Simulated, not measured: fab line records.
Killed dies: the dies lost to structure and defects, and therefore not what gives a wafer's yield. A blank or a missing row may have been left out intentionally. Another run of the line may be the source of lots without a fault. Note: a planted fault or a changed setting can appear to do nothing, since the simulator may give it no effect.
Which tool did it?	flow n5 finfet	Sampling: 13 lots, 33 wafers, 3 of 1938 route steps

WHAT THE GAUGES SHOWED, per wafer
N5_BEOL_M15_OVL_MEAS_11. Usual: for V14_OVL the level is -1 nm and the standard deviation is 4.4.
lot	measured	on	V14_OVL (nm)	flag
L101	day 11 19:16	overlay-01	-6 2 -5	
L998	day 12 06:01	overlay-01	-9 -1 -1	
L103	day 12 11:58	overlay-01	5 3	
L104	day 12 17:40	overlay-01	-1 1 -3	
L106	day 13 08:13	overlay-02	-2 3	
L110	day 14 11:25	overlay-01	1 -4	
L109	day 14 11:54	overlay-02	3 -4	
L113	day 15 01:49	overlay-02	-1 -7	
L112	day 15 02:03	overlay-01	-2 -4 1	
L114	day 15 18:11	overlay-02	2 -5	
L116	day 15 18:25	overlay-02	5 -2 -4	
L118	day 16 00:25	overlay-01	-5 -12 -7	
L119	day 16 09:49	overlay-01	0 2 6	

N5_BEOL_M15_CD_MEAS_17 targets a cd of 360 nm. Usual: cd nm at 361.5 nm, with a standard deviation of 2.7.
lot	measured	on	cd nm (nm)	flag
L101	day 11 19:52	cd sem-01	359.6 362.5 365.0	
L998	day 12 06:34	cd sem-02	361.8 362.0 363.3	
L103	day 12 12:40	cd sem-02	358.6 359.4	
L104	day 12 19:01	cd sem-03	359.5 366.9 360.4	
L106	day 13 08:50	cd sem-02	359.6 361.2	
L110	day 14 12:04	cd sem-01	362.4 363.0	
L109	day 14 13:14	cd sem-01	358.9 364.7	
L113	day 15 02:23	cd sem-02	353.0 357.4	
L112	day 15 02:41	cd sem-03	363.7 361.9 360.5	
L114	day 15 18:44	cd sem-02	360.9 363.6	
L116	day 15 18:59	cd sem-03	358.2 359.0 360.6	
L118	day 16 00:59	cd sem-02	360.3 358.5 361.4	
L119	day 16 10:24	cd sem-03	357.4 358.1 362.0	

WHAT TOOL EACH LOT RAN ON (gives the tool, then ch and the chambers of the sampled wafers, and finally the start)
lot	N5_BEOL_M15_ETCH_59
L101	rie diel-04 ch 1,2,3, day 11 19:23
L998	rie diel-01 ch 0,3, day 12 06:06
L103	rie diel-04 ch 2,3, day 12 12:04
L104	rie diel-04 ch 1,2, day 12 18:33
L106	rie diel-04 ch 0,3, day 13 08:20
L110	rie diel-02 ch 1,3, day 14 11:35
L109	rie diel-02 ch 0,1, day 14 12:46
L113	rie diel-04 ch 0,3, day 15 01:55
L112	rie diel-02 ch 0,1,2, day 15 02:14
L114	rie diel-01 ch 0,3, day 15 18:17
L116	rie diel-04 ch 2,3, day 15 18:31
L118	rie diel-02 ch 2,3, day 16 00:31
L119	rie diel-04 ch 0,1,2, day 16 09:54
- N5_BEOL_M15_ETCH_59: etches BARC in N2/H2, target depth 89 nm, overetch 26.7 nm, time 67.9 s.

WHAT THE TOOLS THEMSELVES READ (means of the sampled wafers that have a number; where no wafer has one, the mark that the record gives instead)
N5_BEOL_M15_ETCH_59. Usual: drypump motor current A 6.0 A, standard deviation 0.57; h2 flow sccm 200.0 sccm, standard deviation 0.66; n2 flow sccm 199.9 sccm, standard deviation 0.57; oes product au 0.65 a.u., standard deviation 0.049; rf fwd power W 833 W, standard deviation 3.1; rf vpp V 523.4 V, standard deviation 2.3; showerhead plenum p Torr 2.52 Torr, standard deviation 0.086; throttle valve pct 17.86 %, standard deviation 0.22.
lot	tool	drypump motor current A (A)	h2 flow sccm (sccm)	n2 flow sccm (sccm)	oes product au (a.u.)	rf fwd power W (W)	rf vpp V (V)	showerhead plenum p Torr (Torr)	throttle valve pct (%)	flag
L101	rie diel-04	5.8	199.8	199.6	0.66	831	522.2	2.49	17.81	
L998	rie diel-01	5.9	200.6	200.0	0.65	835	523.2	2.48	17.51	
L103	rie diel-04	6.2	200.1	200.0	0.64	830	521.2	2.42	17.71	
L104	rie diel-04	5.5	200.0	199.6	0.65	829	521.6	2.48	17.87	
L106	rie diel-04	6.4	200.9	199.9	0.63	836	524.0	2.53	17.92	
L110	rie diel-02	5.7	199.7	200.4	0.61	836	523.0	2.51	18.06	
L109	rie diel-02	5.5	199.6	200.6	0.69	836	524.9	2.58	17.96	
L113	rie diel-04	6.3	199.6	200.7	0.62	833	524.4	2.52	17.95	
L112	rie diel-02	5.7	199.5	199.8	0.69	833	525.4	2.60	17.87	
L114	rie diel-01	5.7	199.9	199.8	0.64	834	522.4	2.47	17.60	
L116	rie diel-04	6.1	199.6	200.7	0.61	830	521.0	2.42	17.77	
L118	rie diel-02	6.1	200.3	199.7	0.62	837	523.9	2.55	18.05	
L119	rie diel-04	5.6	199.6	199.9	0.62	831	523.5	2.54	18.05	

THE ANSWER, worked out from the rows above alone
Rule: take the mean of a lot's wafers that have a number; if it is more than 3 standard deviations from the usual mean, the lot is off. Also off: a lot with no number at a reading for which 4 or more lots have one. The other lots that the step has rows for count as sound. The gauges are gone through in route order, then the tools' own readings, and for those a lot's mean is taken as printed above. At the first step where some lot is off, the reading lying furthest off is the one used; lots without a number count as furthest.
Nothing can be told from this: no lot is off at any reading shown.

WHAT THE SIMULATOR HAD PUT IN
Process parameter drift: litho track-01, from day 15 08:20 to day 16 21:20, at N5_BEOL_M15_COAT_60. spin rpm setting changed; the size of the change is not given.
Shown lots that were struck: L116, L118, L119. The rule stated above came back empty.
